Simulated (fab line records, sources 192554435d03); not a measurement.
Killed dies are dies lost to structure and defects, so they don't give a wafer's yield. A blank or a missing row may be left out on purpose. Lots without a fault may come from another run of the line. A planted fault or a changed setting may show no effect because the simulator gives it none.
Problem report in the 8D (eight disciplines) form, filled by code | flow n5_finfet | the parts of the form that need people (team, actions taken, sign-off) are left out

1. THE PROBLEM
killed_at_M4_up at N5_PASSIVATION_PROBE_49 reads a mean of 1101 on 9 wafers of 3 lots; wafers without a fault read 14 with a standard deviation of 5.6. That is +99 or more standard deviations from the usual mean.
First seen on wafer L113.1, day 13 23:01, on prober-01. The record holds 30 wafers of 10 lots with a number at this step. Rule for "out", or "out of limits": more than 4 standard deviations from the usual mean. The other wafers with a number count as sound.

2. WHAT IT IS AND WHAT IT IS NOT
question                    | is                                                                                                                  | is not
which readings at this step | killed_at_M4_up, defect_limited_yield, killed_dies, killed_on_rim, sort_bin_5_function, sort_n_pass, sort_yield_pct | killed_at_contacts, killed_short, sort_bin_6_memory
which lots                  | L113, L116, L118                                                                                                    | L106, L109, L114, L117, L126, L127, L129
which wafers of those lots  | all that have a number                                                                                              | -
read on which tools         | prober-01, prober-02                                                                                                | -
when                        | from day 13 23:01                                                                                                   | up to then (9 sound wafers); but 12 sound wafers of L117, L126, L127, L129 came after

3. SUSPECTS, AND WHAT RULES EACH OUT
Counting: a tool at a process step up to the reading stays a suspect if it ran every lot that is out and no sound lot after the first of them.
- pvd_sputter-03 at N5_BEOL_M12_DEGAS_41 (time 60 s): ruled out as a lasting fault. Sound lots L129 ran on it after its first lot that is out, L113 (day 12 17:53).
- pvd_sputter-03 at N5_BEOL_M12_SPUTTER_45 (material Cu, target thk 80 nm, time 13.33 s): ruled out as a lasting fault. Sound lots L129 ran on it after its first lot that is out, L113 (day 12 18:07).
Left after counting: nothing in the record.

4. THE CAUSE (what the simulator had put in)
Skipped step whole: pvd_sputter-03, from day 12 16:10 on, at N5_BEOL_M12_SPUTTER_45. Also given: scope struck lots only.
Counting ruled it out, wrongly: the rule takes a fault to strike every lot that its tool runs from its start on, and this one did not.

5. THE CHAIN OF EFFECTS, in route order
Each row: a reading whose mean over the struck wafers that have a number lies more than 3 standard deviations from the usual. Only readings for which the record gives a usual standard deviation are gone through. hours: the time from each lot's start at the first step in this table that gives one to its start at this step, as a median over the lots. sigmas: the change in usual standard deviations.
hours | step                    | reading              | usual  | on struck wafers | change | sigmas
0     | N5_PASSIVATION_PROBE_49 | defect_limited_yield | 91.1 % | 0.0              | -91.1  | -65
0     | N5_PASSIVATION_PROBE_49 | killed_at_M4_up      | 14     | 1101             | +1087  | +99 or more
0     | N5_PASSIVATION_PROBE_49 | killed_dies          | 105    | 1180             | +1075  | +67
0     | N5_PASSIVATION_PROBE_49 | killed_on_rim        | 13     | 152              | +139   | +35
0     | N5_PASSIVATION_PROBE_49 | sort_bin_5_function  | 5.2 %  | 96.8             | +91.6  | +99 or more
0     | N5_PASSIVATION_PROBE_49 | sort_n_pass          | 1075   | 0                | -1075  | -67
0     | N5_PASSIVATION_PROBE_49 | sort_yield_pct       | 91.1 % | 0.0              | -91.1  | -65
The process steps in it:
- N5_PASSIVATION_PROBE_49
Readings that are blank on the struck wafers while sound wafers have them: bias_v at N5_BEOL_M12_SPUTTER_45; cathode_dc_power_W at N5_BEOL_M12_SPUTTER_45; susceptor_temp_C at N5_BEOL_M12_SPUTTER_45; throttle_valve_pct at N5_BEOL_M12_SPUTTER_45.

6. WHAT WOULD HAVE CAUGHT IT SOONER
In this record the first reading out of limits was taken at day 13 23:01, 31 hours after the fault began at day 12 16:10.
At N5_BEOL_M12_SPUTTER_45 the tool's readings are blank on the struck wafers, where sound wafers have them: an empty tool record is the first sign, and it was there at once.
